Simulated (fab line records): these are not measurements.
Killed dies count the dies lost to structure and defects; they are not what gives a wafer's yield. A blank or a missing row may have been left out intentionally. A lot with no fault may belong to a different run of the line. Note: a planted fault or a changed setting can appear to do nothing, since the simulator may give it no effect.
Chamber matching + flow nand_harc + 4 sister chambers for NHARC_A_M0_CMP_23 on cmp-02
The step polishes, t overpolish 20 s, target thk 113.75 nm. 8 wafers are shown with their chamber, then 8 later ones without.

EACH WAFER AND ITS CHAMBER
| wafer  | chamber | motor_current_A (A) | time_to_endpoint_s (s) |
|--------|---------|---------------------|------------------------|
| L595.4 | 3       | 12.2                | 27.7                   |
| L595.6 | 3       | 12.4                | 29.1                   |
| L596.2 | 2       | 10.1                | 28.4                   |
| L597.6 | 1       | 12.2                | 27.2                   |
| L599.2 | 1       | 11.8                | 30.1                   |
| L599.3 | 2       | 10.7                | 30.2                   |
| L599.6 | 0       | 12.1                | 28.6                   |
| L600.1 | 0       | 12.7                | 29.0                   |

WAFERS WITHOUT THEIR CHAMBER
| wafer  | motor_current_A (A) | time_to_endpoint_s (s) |
|--------|---------------------|------------------------|
| L600.4 | 11.8                | 33.2                   |
| L600.5 | 12.5                | 31.8                   |
| L601.2 | 10.4                | 27.8                   |
| L601.3 | 12.9                | 29.6                   |
| L601.4 | 11.7                | 28.7                   |
| L605.1 | 11.8                | 28.2                   |
| L605.5 | 12.1                | 27.5                   |
| L605.6 | 10.4                | 27.8                   |

WHICH CHAMBER EACH WENT THROUGH
| wafer  | from the rows above               | in truth |
|--------|-----------------------------------|----------|
| L600.4 | can't be placed: 1 or 0 or 3 or 2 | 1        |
| L600.5 | can't be placed: 0 or 3 or 1      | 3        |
| L601.2 | 2                                 | 2        |
| L601.3 | can't be placed: 0 or 3 or 1      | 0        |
| L601.4 | can't be placed: 1 or 3 or 0      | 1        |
| L605.1 | can't be placed: 1 or 3 or 0      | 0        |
| L605.5 | can't be placed: 3 or 1 or 0      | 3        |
| L605.6 | 2                                 | 2        |
Correct placement for 2 of the 8. Can't be placed from these rows: 6 (the true chamber is among the candidates in 6). Placed wrongly: 0.
How it was worked out, from the rows above alone: a wafer's distance from a chamber is the root of the sum, over the readings, of the square of ((its reading less the chamber's mean) divided by the reading's scatter). If the next closest chamber is less than 2 further off than the closest, the wafer can't be placed; otherwise it belongs to the closest. A chamber's mean is the mean of its shown wafers. How the scatter is found: for the shown wafers, subtract from each reading the mean of its chamber, square and add these, divide the total by (wafers less chambers), then take the root.
